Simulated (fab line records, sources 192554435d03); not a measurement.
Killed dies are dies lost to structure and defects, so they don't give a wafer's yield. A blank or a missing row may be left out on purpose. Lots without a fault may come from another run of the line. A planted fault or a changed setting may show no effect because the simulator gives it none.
fab line records | flow n5_finfet
record lots=14 wafers=41 last_day=17
route steps=1938 shown BEOL_M3@931 BEOL_M4@1111
lots that met no fault: from a run of the same line without faults
start_h: hours from the record's first day to the start of the lot's first wafer shown | wait_h: hours since the lot's step before | " the same as in the row above | L1.1+2: a row that stands for several wafers | - no value, or no start given | * or withheld: withheld | < > ~ a bound
route shown NAME@n: a module of which the file shows steps, and the number in the route of the first | usual: mean/standard deviation of fault-free wafers | same: alike in all rows | chamber/n: place in a boat | sites: the reading at each site | _std_site: their standard deviation | _edge_site: outer sites' mean less inner sites' | radius_mm: how far each site lies from the wafer's centre | mask NAME#n: copy n | behind: the tool/chamber that last shaped the wafer | hold: why the lot was held/for how many hours/how that ended | device: the transistor (n, p or np) that didn't switch | end of line: the same wafers' tests at the end of the route | a step without rows: its recipe alone | killed: dies lost to structure and defects at the first sort, not the wafer's yield | map: a wafer's dies, x killed, . not, _ none there
set.NAME: the setting as run; set.NAME@STEP: as run at that earlier step | model.NAME: the simulator's own value behind a step, which no gauge read
steps of the route over a sample of lots; a table a step, a row a wafer
services: from which hour (start_h, from the record's first day; less than 0 if before it) a tool's chamber was out of use, for how many hours, and why
## steps
# step N5_BEOL_M3_ILD_DEP_00
# recipe material=SiOC target_thk_a=790 temp_c=350 precursor=DEMS/O2 pressure_torr=5 rf_w=500 time_s=15.3
# usual heater_power_w=449/84 showerhead_plenum_p_Torr=5.689/0.011 susceptor_temp_C=350.00/0.19 throttle_valve_pct=12.0/0.62
# columns lot.wafer tool chamber start_h wait_h heater_power_w showerhead_plenum_p_Torr susceptor_temp_C throttle_valve_pct
L325.4 pecvd-02 1 148.67 0.1 459 5.665 350.19 11.7
L325.5 " 0 " " 364 5.713 349.65 11.9
L325.6 " 2 " " 596 5.703 350.08 11.3
L326.2 pecvd-01 0 151.70 0.0 435 5.681 350.18 12.1
L326.3 " 1 " " 501 5.680 350.14 11.3
L326.5 " 2 " " 379 5.686 350.08 11.7
L327.2 pecvd-01 1 154.66 0.0 486 5.692 349.89 11.6
L327.4 " 2 " " 359 5.686 349.97 11.7
L327.5 " 1 " " 499 5.695 349.66 11.7
L328.1 pecvd-01 0 161.51 0.0 398 5.663 349.65 12.0
L328.2 " 1 " " 476 5.692 350.00 11.5
L328.6 " 1 " " 478 5.694 349.88 11.5
L330.1 pecvd-03 2 173.20 0.0 406 5.694 350.17 13.4
L330.2 " 0 " " 476 5.696 349.93 12.0
L330.5 " 1 " " 489 5.701 349.98 14.0
L336.3 pecvd-03 1 210.87 0.1 522 5.676 350.13 13.6
L336.4 " 0 " " 519 5.683 349.69 11.7
L336.5 " 0 " " 533 5.693 349.86 11.5
L337.1 pecvd-01 0 213.54 0.0 371 5.672 350.06 11.9
L337.2 " 1 " " 459 5.692 349.83 11.6
L337.5 " 2 " " 322 5.698 349.90 11.8
L338.1 pecvd-02 2 216.90 0.0 659 5.689 349.90 11.5
L338.2 " 1 " " 496 5.676 349.92 11.8
L338.3 " 0 " " 394 5.692 350.19 12.1
L342.1 pecvd-01 2 244.18 0.0 298 5.686 350.44 12.1
L342.2 " 1 " " 467 5.691 349.91 11.5
L342.3 " 0 " " 446 5.685 350.09 11.7
L344.2 pecvd-01 1 250.27 0.0 431 5.693 350.03 11.5
L344.3 " 2 " " 347 5.682 349.98 12.1
L344.4 " 0 " " 416 5.689 349.72 11.9
L343.2 pecvd-01 2 256.06 0.0 338 5.698 350.06 11.9
L343.6 " 1 " " 491 5.691 349.69 12.0
L345.4 pecvd-02 1 265.35 0.1 399 5.681 349.95 11.4
L345.5 " 2 " " 632 5.699 349.78 11.5
L345.6 " 0 " " 380 5.716 349.86 12.3
L347.1 pecvd-03 0 270.38 0.0 515 5.708 349.98 11.8
L347.2 " 1 " " 538 5.691 349.81 13.9
L347.5 " 2 " " 496 5.702 349.77 11.0
L346.1 pecvd-01 0 272.31 0.0 408 5.672 350.23 12.1
L346.4 " 0 " " 418 5.680 350.16 12.4
L346.5 " 1 " " 530 5.695 349.79 11.6
# step N5_BEOL_M3_INSPECT_13
# recipe mode=adi inspect_instrument=brightfield
# usual raw_defect_count=427/91
# columns lot.wafer tool chamber start_h wait_h raw_defect_count
L325.4 defect_inspect-01 - 151.00 0.0 498
L325.5 " - " " 357
L325.6 " - " " 460
L326.2 defect_inspect-01 - 152.35 0.0 430
L326.3 " - " " 411
L326.5 " - " " 316
L327.2 defect_inspect-01 - 157.26 0.0 383
L327.4 " - " " 439
L327.5 " - " " 498
L328.1 defect_inspect-01 - 163.40 0.1 312
L328.2 " - " " 475
L328.6 " - " " 359
L330.1 defect_inspect-01 - 174.10 0.1 626
L330.2 " - " " 659
L330.5 " - " " 514
L336.3 defect_inspect-01 - 213.38 0.0 403
L336.4 " - " " 403
L336.5 " - " " 371
L337.1 defect_inspect-01 - 214.93 0.1 620
L337.2 " - " " 623
L337.5 " - " " 533
L338.1 defect_inspect-01 - 218.83 0.1 390
L338.2 " - " " 350
L338.3 " - " " 426
L342.1 defect_inspect-02 - 246.20 0.1 457
L342.2 " - " " 420
L342.3 " - " " 398
L344.2 defect_inspect-02 - 251.04 0.0 424
L344.3 " - " " 493
L344.4 " - " " 323
L343.2 defect_inspect-02 - 256.99 0.0 299
L343.6 " - " " 467
L345.4 defect_inspect-02 - 265.97 0.0 506
L345.5 " - " " 508
L345.6 " - " " 424
L347.1 defect_inspect-02 - 271.95 0.1 426
L347.2 " - " " 433
L347.5 " - " " 511
L346.1 defect_inspect-02 - 273.39 0.1 435
L346.4 " - " " 359
L346.5 " - " " 418
# step N5_BEOL_M3_DESCUM_16
# recipe chemistry=O2 time_s=7 source_power_w=50 bias_power_w=20 pressure_mtorr=20 rf_frequency_hz=2.712e+07 temp_c=40 resist=CAR-EUV o2_flow_sccm=225
# usual chamber_pressure_mTorr=19.997/0.017 drypump_motor_current_A=5.8/0.36 oes_product_au=0.77/0.08 rf_vpp_V=243.0/1.4 showerhead_plenum_p_Torr=2.08/0.079 throttle_valve_pct=20.51/0.21
# columns lot.wafer tool chamber start_h wait_h chamber_pressure_mTorr drypump_motor_current_A oes_product_au rf_hours_counter_h rf_vpp_V showerhead_plenum_p_Torr throttle_valve_pct
L325.4 rie_diel-06 1 151.20 0.2 19.968 6.4 0.92 21 244.9 2.24 20.31
L325.5 " 1 " " 19.977 6.3 0.93 - 244.9 2.24 20.30
L325.6 " 0 " " 19.974 5.8 0.81 - 241.9 2.03 20.18
L326.2 rie_diel-05 0 152.39 0.0 19.999 5.9 0.86 45 242.8 2.04 20.15
L326.3 " 1 " " 19.989 6.1 0.75 167 243.7 2.17 20.60
L326.5 " 1 " " 19.981 6.1 0.75 - 244.6 2.17 20.59
L327.2 rie_diel-01 2 157.29 0.0 20.015 6.1 0.80 121 242.9 2.10 20.68
L327.4 " 1 " " 19.995 5.5 0.72 - 244.2 2.16 20.57
L327.5 " 2 " " 19.973 6.1 0.80 - 243.7 2.10 20.66
L328.1 rie_diel-06 2 163.43 0.0 20.008 5.9 0.68 226 241.8 2.06 20.72
L328.2 " 0 " " 20.031 5.8 0.81 116 242.2 2.03 20.19
L328.6 " 3 " " 20.005 6.0 0.95 - 242.8 2.05 20.24
L330.1 rie_diel-05 2 174.67 0.6 19.986 6.4 0.67 232 241.3 1.97 20.84
L330.2 " 1 " " 19.996 6.1 0.74 174 246.0 2.17 20.63
L330.5 " 2 " " 19.983 6.3 0.67 - 241.4 1.97 20.83
L336.3 rie_diel-05 3 213.42 0.0 19.995 5.3 0.72 205 241.2 1.99 20.67
L336.4 " 3 " " 19.999 5.2 0.71 - 241.4 1.99 20.68
L336.5 " 2 " " 19.983 6.4 0.66 - 241.1 1.97 20.85
L337.1 rie_diel-01 2 215.10 0.2 19.966 6.1 0.78 144 242.9 2.09 20.71
L337.2 " 0 " " 19.999 5.3 0.77 136 244.5 2.10 20.38
L337.5 " 1 " " 20.013 5.5 0.71 - 243.4 2.15 20.62
L338.1 rie_diel-06 2 218.86 0.0 19.982 5.9 0.68 243 242.5 2.06 20.73
L338.2 " 1 " " 20.009 6.3 0.89 39 246.1 2.23 20.34
L338.3 " 3 " " 19.983 6.0 0.90 24 242.9 2.04 20.25
L342.1 rie_diel-05 1 246.25 0.1 20.025 6.1 0.73 193 244.7 2.16 20.63
L342.2 " 3 " " 19.978 5.2 0.71 216 241.2 1.99 20.68
L342.3 " 0 " " 19.976 5.9 0.83 75 242.6 2.03 20.19
L344.2 rie_diel-01 1 251.07 0.0 19.999 5.5 0.70 242 243.7 2.15 20.65
L344.3 " 2 " " 19.979 6.0 0.77 154 241.5 2.09 20.71
L344.4 " 3 " " 20.001 5.5 0.71 227 241.3 1.98 20.47
L343.2 rie_diel-05 3 257.02 0.0 20.037 5.2 0.71 220 241.2 1.98 20.70
L343.6 " 1 " " 19.991 6.1 0.72 - 243.7 2.16 20.64
L345.4 rie_diel-01 2 266.00 0.0 20.000 6.1 0.77 158 242.3 2.09 20.73
L345.5 " 0 " " 19.980 5.2 0.75 - 244.1 2.09 20.41
L345.6 " 1 " " 19.991 5.5 0.70 - 244.6 2.15 20.65
L347.1 rie_diel-05 1 272.00 0.0 20.007 6.1 0.72 202 243.8 2.16 20.65
L347.2 " 2 " " 19.997 6.4 0.93 6 244.9 2.23 20.49
L347.5 " 0 " " 20.018 5.9 0.81 - 241.0 2.02 20.21
L346.1 rie_diel-01 0 273.43 0.0 19.990 5.3 0.75 155 242.4 2.09 20.40
L346.4 " 3 " " 19.967 5.4 0.71 234 240.1 1.97 20.47
L346.5 " 2 " " 19.992 6.0 0.77 - 240.7 2.09 20.73
# step N5_BEOL_M3_ETCH_63
# recipe chemistry=CF4 target=SiARC target_depth_a=156 mask_material=CAR-EUV time_s=26 ion_energy_ev=80 pressure_mtorr=40 source_w=545 bias_w=36 Ar_flow_sccm=100 cf4_flow_sccm=100 ends=cleared
# usual bias_w=36.00/0.092 cf4_flow_sccm=100.0/0.33 chamber_pressure_mTorr=40.00/0.033 drypump_motor_current_A=5.8/0.36 etch_rf_on_time_s=26.0/0.37 oes_product_au=0.66/0.07 rf_vpp_V=184.0/1.2 showerhead_plenum_p_Torr=2.13/0.073 throttle_valve_pct=15.71/0.24
# columns lot.wafer tool chamber start_h wait_h bias_w cf4_flow_sccm chamber_pressure_mTorr drypump_motor_current_A etch_rf_on_time_s oes_product_au rf_hours_counter_h rf_vpp_V showerhead_plenum_p_Torr throttle_valve_pct
L325.4 rie_diel-06 1 151.25 0.0 36.09 100.3 40.02 6.3 25.0 0.80 21 184.6 2.27 15.39
L325.5 " 1 " " 36.11 99.9 39.96 6.4 25.4 0.80 - 185.4 2.27 15.40
L325.6 " 0 " " 35.84 99.8 40.05 5.8 25.2 0.69 - 183.4 2.07 15.32
L326.2 rie_diel-05 0 152.44 0.0 35.96 100.0 40.00 5.9 26.2 0.73 45 183.3 2.10 15.34
L326.3 " 1 " " 35.94 99.8 40.00 6.1 25.9 0.63 167 184.3 2.23 15.85
L326.5 " 1 " " 36.00 100.1 39.94 6.1 26.0 0.64 - 184.4 2.23 15.84
L327.2 rie_diel-01 2 157.34 0.0 36.16 99.9 39.99 6.1 26.1 0.68 121 183.9 2.16 15.88
L327.4 " 1 " " 36.12 99.5 40.01 5.5 26.3 0.61 - 184.3 2.20 15.79
L327.5 " 2 " " 36.13 99.9 40.02 6.1 26.1 0.68 - 184.4 2.16 15.88
L328.1 rie_diel-06 2 163.48 0.0 35.99 99.7 40.05 5.9 26.2 0.60 226 182.7 2.11 15.93
L328.2 " 0 " " 36.04 100.6 39.98 5.8 25.7 0.68 116 182.5 2.07 15.33
L328.6 " 3 " " 35.96 99.8 40.05 6.0 25.7 0.82 - 183.6 2.11 15.44
L330.1 rie_diel-05 2 174.72 0.0 36.00 100.0 39.99 6.3 26.5 0.57 232 182.2 2.02 16.05
L330.2 " 1 " " 35.93 100.0 39.95 6.1 26.6 0.63 174 186.7 2.22 15.86
L330.5 " 2 " " 35.91 100.2 40.03 6.3 26.6 0.57 - 183.3 2.02 16.05
L336.3 rie_diel-05 3 213.47 0.0 - - - - - - - - - -
L336.4 " 3 " " - - - - - - - - - -
L336.5 " 2 " " - - - - - - - - - -
L337.1 rie_diel-01 2 215.15 0.0 - - - - - - - - - -
L337.2 " 0 " " - - - - - - - - - -
L337.5 " 1 " " - - - - - - - - - -
L338.1 rie_diel-06 2 218.91 0.0 - - - - - - - - - -
L338.2 " 1 " " - - - - - - - - - -
L338.3 " 3 " " - - - - - - - - - -
L342.1 rie_diel-05 1 246.31 0.0 35.92 99.7 40.07 6.1 26.4 0.62 193 184.9 2.22 15.90
L342.2 " 3 " " 35.82 100.2 40.03 5.2 26.0 0.61 216 182.6 2.04 15.88
L342.3 " 0 " " 36.07 100.1 39.96 5.9 26.3 0.71 75 181.3 2.09 15.42
L344.2 rie_diel-01 1 251.12 0.0 36.03 100.3 39.98 5.5 25.9 0.60 242 184.1 2.19 15.85
L344.3 " 2 " " 36.01 99.5 39.98 6.1 26.2 0.66 154 184.2 2.15 15.94
L344.4 " 3 " " 36.06 100.0 39.98 5.4 25.7 0.61 227 181.9 2.04 15.78
L343.2 rie_diel-05 3 257.07 0.0 36.06 99.9 40.00 5.2 26.1 0.60 220 183.2 2.04 15.90
L343.6 " 1 " " 35.98 100.1 40.06 6.1 25.9 0.61 - 185.7 2.21 15.90
L345.4 rie_diel-01 2 266.05 0.0 36.15 99.4 39.98 6.1 26.4 0.65 158 186.7 2.15 15.95
L345.5 " 0 " " 36.03 100.2 39.97 5.3 26.1 0.64 - 184.1 2.14 15.59
L345.6 " 1 " " 35.98 99.4 40.01 5.5 25.9 0.60 - 185.6 2.19 15.87
L347.1 rie_diel-05 1 272.05 0.0 35.92 100.3 40.04 6.1 26.1 0.61 202 185.1 2.21 15.90
L347.2 " 2 " " 35.99 100.4 40.05 6.4 26.2 0.79 6 186.4 2.27 15.60
L347.5 " 0 " " 35.99 99.8 39.94 5.9 26.4 0.70 - 183.7 2.09 15.43
L346.1 rie_diel-01 0 273.48 0.0 35.83 100.0 40.03 5.2 25.7 0.65 155 184.9 2.14 15.60
L346.4 " 3 " " 35.96 99.6 40.03 5.5 25.5 0.61 234 182.7 2.04 15.79
L346.5 " 2 " " 36.11 100.2 40.00 6.1 25.8 0.65 - 183.8 2.15 15.95
# step N5_BEOL_M3_ETCH_64
# recipe chemistry=N2/H2 target=SOC target_depth_a=750 overetch_a=150 mask_material=SiARC temp_c=40 time_s=112.5 ion_energy_ev=200 pressure_mtorr=30 source_w=840 bias_w=150 n2_flow_sccm=200 h2_flow_sccm=200
# usual bias_w=150.0/0.46 chamber_pressure_mTorr=29.999/0.028 drypump_motor_current_A=5.8/0.36 oes_product_au=0.61/0.061 rf_vpp_V=523.6/2.7 showerhead_plenum_p_Torr=2.53/0.092 throttle_valve_pct=17.91/0.23
# columns lot.wafer tool chamber start_h wait_h bias_w chamber_pressure_mTorr drypump_motor_current_A oes_product_au rf_hours_counter_h rf_vpp_V showerhead_plenum_p_Torr throttle_valve_pct
L325.4 rie_diel-06 1 151.28 0.0 150.1 30.016 6.4 0.74 21 529.1 2.71 17.74
L325.5 " 1 " " 150.3 30.001 6.3 0.73 - 527.9 2.71 17.72
L325.6 " 0 " " 150.2 30.025 5.8 0.64 - 521.5 2.45 17.47
L326.2 rie_diel-05 0 152.47 0.0 150.9 30.022 5.9 0.69 45 523.2 2.48 17.51
L326.3 " 1 " " 149.6 29.993 6.1 0.59 167 527.8 2.65 18.00
L326.5 " 1 " " 149.5 30.009 6.1 0.59 - 525.5 2.65 18.01
L327.2 rie_diel-01 2 157.37 0.0 150.2 29.960 6.1 0.64 122 526.3 2.55 17.96
L327.4 " 1 " " 150.4 30.047 5.5 0.58 - 525.6 2.62 17.92
L327.5 " 2 " " 150.7 30.025 6.1 0.64 - 525.0 2.55 17.97
L328.1 rie_diel-06 2 163.51 0.0 150.1 29.984 5.9 0.56 226 522.7 2.51 18.22
L328.2 " 0 " " 150.0 30.033 5.8 0.63 116 522.0 2.45 17.47
L328.6 " 3 " " 149.3 29.998 6.0 0.75 - 522.1 2.50 17.70
L330.1 rie_diel-05 2 174.75 0.0 149.5 30.021 6.4 0.54 232 519.8 2.40 18.29
L330.2 " 1 " " 150.5 30.005 6.1 0.58 174 526.4 2.64 18.00
L330.5 " 2 " " 149.0 29.977 6.4 0.54 - 522.4 2.40 18.31
L336.3 rie_diel-05 3 213.49 0.0 150.5 30.059 5.2 0.27 205 520.4 2.42 18.05
L336.4 " 3 " " 150.6 30.036 5.2 0.27 - 520.7 2.42 18.07
L336.5 " 2 " " 150.0 29.995 6.4 0.25 - 519.1 2.40 18.28
L337.1 rie_diel-01 2 215.18 0.0 149.1 30.009 6.1 0.29 144 525.3 2.54 17.95
L337.2 " 0 " " 150.1 29.958 5.2 0.28 136 524.4 2.55 17.74
L337.5 " 1 " " 149.8 30.036 5.5 0.27 - 527.0 2.61 17.91
L338.1 rie_diel-06 2 218.94 0.0 150.3 30.042 5.9 0.26 243 523.5 2.51 18.20
L338.2 " 1 " " 150.2 30.017 6.4 0.34 39 528.2 2.70 17.72
L338.3 " 3 " " 150.8 30.024 6.0 0.34 24 522.6 2.49 17.69
L342.1 rie_diel-05 1 246.33 0.0 149.9 29.965 6.1 0.57 193 525.2 2.63 18.06
L342.2 " 3 " " 149.4 29.971 5.2 0.56 216 518.6 2.42 18.12
L342.3 " 0 " " 150.7 29.993 5.9 0.65 75 523.3 2.47 17.55
L344.2 rie_diel-01 1 251.15 0.0 150.2 30.002 5.5 0.56 242 526.3 2.61 18.00
L344.3 " 2 " " 150.5 29.982 6.1 0.61 154 524.2 2.54 18.03
L344.4 " 3 " " 150.3 30.004 5.4 0.57 227 519.6 2.41 17.93
L343.2 rie_diel-05 3 257.10 0.0 150.1 29.977 5.2 0.56 220 519.9 2.42 18.12
L343.6 " 1 " " 150.2 30.009 6.1 0.58 - 525.9 2.63 18.04
L345.4 rie_diel-01 2 266.08 0.0 149.6 30.016 6.1 0.60 158 523.2 2.54 18.03
L345.5 " 0 " " 150.1 29.989 5.3 0.59 - 524.4 2.55 17.82
L345.6 " 1 " " 150.6 30.013 5.5 0.56 - 524.8 2.60 18.00
L347.1 rie_diel-05 1 272.08 0.0 149.9 29.949 6.1 0.57 202 525.7 2.63 18.05
L347.2 " 2 " " 149.5 30.028 6.4 0.74 6 528.1 2.71 17.91
L347.5 " 0 " " 150.0 29.967 5.9 0.64 - 522.0 2.47 17.57
L346.1 rie_diel-01 0 273.51 0.0 149.5 30.034 5.3 0.60 155 524.3 2.54 17.83
L346.4 " 3 " " 149.6 29.974 5.5 0.56 234 519.8 2.41 17.94
L346.5 " 2 " " 150.4 29.977 6.1 0.61 - 522.6 2.53 18.04
# step N5_BEOL_M3_HM_OPEN_17
# recipe chemistry=Cl2/BCl3 target_depth_a=200 overetch_a=60 target=TiN mask_material=SOC ion_energy_ev=150 pressure_mtorr=10 icp_w=1000 bias_w=126 Cl2_flow_sccm=53.25 bcl3_flow_sccm=21.75 Ar_flow_sccm=25
# usual chamber_pressure_mTorr=10.000/0.0093 drypump_motor_current_A=5.5/0.66 oes_product_au=0.66/0.052 throttle_valve_pct=22.12/0.22
# columns lot.wafer tool chamber start_h wait_h chamber_pressure_mTorr drypump_motor_current_A oes_product_au rf_hours_counter_h throttle_valve_pct
L325.4 rie_metal-02 0 151.48 0.1 9.999 6.4 0.74 - 22.18
L325.5 " 1 " " 9.995 5.2 0.54 - 22.20
L325.6 " 0 " " 9.999 6.4 0.74 - 22.16
L326.2 rie_metal-01 1 152.63 0.0 10.004 5.4 0.61 70 22.18
L326.3 " 0 " " 9.999 6.0 0.67 - 21.66
L326.5 " 0 " " 9.995 6.1 0.67 - 21.66
L327.2 rie_metal-01 1 157.54 0.0 9.988 5.4 0.62 70 22.17
L327.4 " 1 " " 10.000 5.4 0.61 - 22.19
L327.5 " 0 " " 9.988 6.1 0.67 - 21.65
L328.1 rie_metal-01 0 163.68 0.0 9.994 6.1 0.65 42 21.68
L328.2 " 1 " " 9.987 5.4 0.61 70 22.20
L328.6 " 0 " " 9.997 6.1 0.65 - 21.66
L330.1 rie_metal-01 0 174.92 0.0 9.990 6.1 0.66 43 21.66
L330.2 " 1 " " 9.993 5.4 0.61 72 22.19
L330.5 " 1 " " 9.994 5.4 0.61 - 22.17
L336.3 rie_metal-02 0 213.83 0.2 9.996 6.4 0.31 - 22.85
L336.4 " 0 " " 10.008 6.4 0.32 - 22.85
L336.5 " 0 " " 9.990 6.4 0.32 - 22.85
L337.1 rie_metal-02 0 215.35 0.0 9.983 6.4 0.31 23 22.84
L337.2 " 0 " " 10.014 6.4 0.31 - 22.85
L337.5 " 0 " " 9.993 6.4 0.31 - 22.85
L338.1 rie_metal-02 0 219.30 0.2 10.004 6.4 0.31 24 22.85
L338.2 " 0 " " 9.991 6.4 0.31 - 22.86
L338.3 " 0 " " 10.014 6.4 0.31 - 22.85
L342.1 rie_metal-03 1 246.50 0.0 9.995 4.7 0.66 45 22.13
L342.2 " 0 " " 10.011 4.8 0.64 48 22.37
L342.3 " 1 " " 9.996 4.7 0.66 - 22.11
L344.2 rie_metal-03 0 251.32 0.0 10.003 4.8 0.65 49 22.35
L344.3 " 1 " " 9.999 4.7 0.66 - 22.12
L344.4 " 0 " " 10.000 4.8 0.64 - 22.36
L343.2 rie_metal-03 0 257.27 0.0 10.008 4.8 0.64 49 22.36
L343.6 " 0 " " 9.988 4.8 0.64 - 22.36
L345.4 rie_metal-01 1 266.29 0.1 9.999 5.4 0.61 - 22.17
L345.5 " 1 " " 10.007 5.4 0.60 - 22.19
L345.6 " 0 " " 9.989 6.1 0.65 - 21.68
L347.1 rie_metal-01 1 272.25 0.0 10.000 5.4 0.60 78 22.18
L347.2 " 0 " " 9.991 6.1 0.65 49 21.68
L347.5 " 0 " " 9.991 6.0 0.65 - 21.67
L346.1 rie_metal-01 1 273.68 0.0 9.997 5.4 0.60 78 22.20
L346.4 " 0 " " 10.004 6.1 0.65 - 21.70
L346.5 " 0 " " 9.988 6.1 0.65 - 21.69
# step N5_BEOL_M3_CD_MEAS_18
# recipe pitch_nm=36 target_cd_nm=18
# usual cd_nm=17.98/0.28
# columns lot.wafer tool chamber start_h wait_h cd_nm
L325.4 cd_sem-02 - 151.79 0.1 17.60
L325.5 " - " " 17.84
L325.6 " - " " 18.36
L326.2 cd_sem-01 - 152.82 0.1 17.94
L326.3 " - " " 18.11
L326.5 " - " " 18.01
L327.2 cd_sem-02 - 157.72 0.1 17.68
L327.4 " - " " 17.66
L327.5 " - " " 18.18
L328.1 cd_sem-01 - 163.87 0.0 17.86
L328.2 " - " " 17.94
L328.6 " - " " 18.47
L330.1 cd_sem-02 - 175.16 0.0 17.84
L330.2 " - " " 18.22
L330.5 " - " " 18.47
L336.3 cd_sem-01 - 214.04 0.1 -
L336.4 " - " " -
L336.5 " - " " -
L337.1 cd_sem-03 - 215.62 0.0 -
L337.2 " - " " -
L337.5 " - " " -
L338.1 cd_sem-01 - 219.57 0.0 -
L338.2 " - " " -
L338.3 " - " " -
L342.1 cd_sem-02 - 246.68 0.0 18.38
L342.2 " - " " 17.95
L342.3 " - " " 17.91
L344.2 cd_sem-01 - 251.50 0.1 17.83
L344.3 " - " " 17.91
L344.4 " - " " 17.73
L343.2 cd_sem-02 - 257.45 0.1 17.89
L343.6 " - " " 17.94
L345.4 cd_sem-02 - 266.44 0.1 17.96
L345.5 " - " " 17.57
L345.6 " - " " 17.65
L347.1 cd_sem-01 - 272.43 0.0 18.48
L347.2 " - " " 18.30
L347.5 " - " " 17.97
L346.1 cd_sem-01 - 273.86 0.0 18.29
L346.4 " - " " 18.20
L346.5 " - " " 17.70
# step N5_BEOL_M4_RC_MEAS_101
# usual DIBL_N=36.2/1.4 DIBL_P=36.1/1.5 IOFF_N=0.153/0.02 IOFF_P=0.215/0.03 ION_N=672/8.6 ION_P=463/6.8 SS_N=71.5/0.47 SS_P=73.3/0.57 VT_N=250.6/2.4 VT_P=-249/3.2
# columns lot.wafer tool chamber start_h wait_h DIBL_N[mV/V] DIBL_P[mV/V] IOFF_N[nA/um] IOFF_P[nA/um] ION_N[uA/um] ION_P[uA/um] SS_N[mV/dec] SS_P[mV/dec] VT_N[mV] VT_P[mV]
L326.2 prober-02 0 169.79 0.2 34.2 34.5 0.138 0.227 667 469 71.9 73.4 252.3 -246
L326.3 " 0 " " 36.8 37.8 0.194 0.293 698 488 72.0 74.1 244.4 -244
L326.5 " 0 " " 33.5 33.2 0.126 0.204 671 473 71.0 73.4 253.8 -246
L325.4 prober-01 0 170.06 0.5 37.6 37.9 0.159 0.247 674 474 72.6 72.9 249.2 -247
L325.5 " 0 " " 37.6 38.2 0.161 0.259 665 465 72.1 73.1 249.9 -245
L325.6 " 0 " " 37.4 37.4 0.151 0.246 661 464 72.0 73.3 252.7 -247
L327.2 prober-01 0 175.96 0.2 38.6 38.4 0.186 0.248 673 464 71.8 74.6 246.8 -245
L327.4 " 0 " " 38.9 38.0 0.179 0.249 676 461 73.0 73.8 248.2 -247
L327.5 " 0 " " 37.4 36.7 0.161 0.224 667 457 72.1 73.5 249.3 -250
L328.1 prober-01 0 179.12 0.0 37.4 36.1 0.166 0.220 685 463 71.4 72.5 248.1 -248
L328.2 " 0 " " 37.1 34.9 0.160 0.197 666 457 72.1 72.6 249.0 -251
L328.6 " 0 " " 38.6 37.0 0.187 0.237 667 460 72.1 74.1 248.3 -251
L330.1 prober-02 0 195.10 0.0 36.7 37.2 0.156 0.219 668 460 71.6 73.6 251.8 -251
L330.2 " 0 " " 33.9 33.7 0.113 0.172 652 455 70.8 71.9 258.3 -254
L330.5 " 0 " " 36.0 36.6 0.146 0.215 662 462 71.3 73.3 250.5 -251
L342.1 prober-01 0 265.57 0.0 35.1 35.4 0.147 0.227 675 465 71.9 73.4 252.7 -247
L342.2 " 0 " " 36.4 36.6 0.162 0.255 664 462 71.5 74.4 251.6 -245
L342.3 " 0 " " 36.7 36.7 0.179 0.257 673 465 72.6 73.9 250.0 -244
L344.2 prober-02 0 271.24 0.2 36.3 35.7 0.150 0.215 659 459 71.2 73.9 250.0 -248
L344.3 " 0 " " 37.0 35.8 0.161 0.217 677 465 71.5 73.6 248.7 -251
L344.4 " 0 " " 35.8 34.3 0.135 0.189 669 465 71.2 72.8 250.4 -252
L343.2 prober-02 0 276.83 0.2 34.2 34.1 0.130 0.173 667 460 71.3 73.0 253.5 -253
L343.6 " 0 " " 34.9 35.8 0.148 0.189 682 460 70.9 73.8 249.9 -252
L345.4 prober-02 0 287.11 0.5 33.4 33.3 0.105 0.157 659 456 71.1 72.7 254.6 -255
L345.5 " 0 " " 34.2 34.3 0.113 0.175 652 451 71.2 72.6 254.2 -251
L345.6 " 0 " " 37.0 37.3 0.147 0.210 681 467 71.7 73.5 253.8 -250
L347.1 prober-02 0 296.07 0.0 35.3 34.7 0.139 0.193 673 460 71.3 73.2 253.2 -250
L347.2 " 0 " " 34.6 34.2 0.141 0.188 679 464 70.8 74.3 253.1 -254
L347.5 " 0 " " 34.8 34.0 0.134 0.191 679 464 71.5 73.3 251.2 -251
L346.1 prober-02 0 297.12 0.0 36.7 37.1 0.156 0.239 683 472 70.9 73.3 252.4 -248
L346.4 " 0 " " 36.4 36.2 0.150 0.224 676 470 71.2 72.1 250.8 -249
L346.5 " 0 " " 37.6 37.5 0.176 0.252 693 475 71.9 73.3 249.7 -246
## services
# columns tool chamber start_h hours kind
pecvd-03 - 127.35 0.5 repair
rie_metal-01 - 138.07 0.8 repair
rie_metal-03 - 149.47 16.2 repair
rie_diel-05 2 154.96 3.7 repair
rie_diel-01 3 156.15 22.7 repair
rie_diel-06 2 158.83 4.2 repair
rie_metal-02 1 175.71 1.0 repair
rie_metal-02 - 190.94 2.8 pm
pecvd-02 - 198.18 2.8 pm
rie_metal-01 - 210.31 14.6 pm
rie_metal-03 0 212.50 9.5 repair
rie_diel-06 1 212.61 5.3 repair
pecvd-01 - 217.42 3.1 repair
rie_metal-01 - 224.91 28.1 pm
rie_diel-05 2 235.25 4.6 repair
rie_diel-05 2 240.09 - clean
rie_diel-05 2 240.09 - consumable_replace:focus_ring
rie_diel-05 2 240.09 - consumable_replace:showerhead
pecvd-03 - 243.56 0.8 repair
rie_metal-02 0 246.38 7.4 repair
pecvd-02 1 254.24 5.4 repair
rie_metal-02 - 261.59 17.4 repair
rie_metal-03 0 263.45 13.8 repair
rie_metal-03 - 269.27 1.2 repair
## key
first_sign step=N5_BEOL_M3_ETCH_63 reading=tool_record direction=missing
effect step=N5_BEOL_M3_ETCH_64 reading=oes_product_au direction=down sigmas=5.3 usual=0.61 struck=0.29
effect step=N5_BEOL_M3_HM_OPEN_17 reading=oes_product_au direction=down sigmas=6.6 usual=0.66 struck=0.31
effect step=N5_BEOL_M3_CD_MEAS_18 reading=cd_nm direction=missing
met_at N5_BEOL_M3_ETCH_63
struck_lots L336,L337,L338
later_rows_left_out L336.3,L336.4,L336.5,L337.1,L337.2,L337.5,L338.1,L338.2,L338.3
sort_left_out L336.3,L336.4,L336.5,L337.1,L337.2,L337.5,L338.1,L338.2,L338.3
not_acting_at N5_BEOL_M3_ILD_DEP_00,N5_BEOL_M3_INSPECT_13,N5_BEOL_M3_DESCUM_16
onset_between 174.72 213.47
fault kind=skipped_step_whole tool=rie_diel-01,rie_diel-05,rie_diel-06 chamber=- onset_h=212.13 steps=N5_BEOL_M3_ETCH_63 scope=struck_lots_only
# sort_left_out: the simulated sort isn't trusted on such a fault, so these wafers' sort isn't shown, and their yield isn't known
# later_rows_left_out: the simulator's readings of these wafers behind a module that went badly wrong aren't trusted and aren't shown, but for the sort
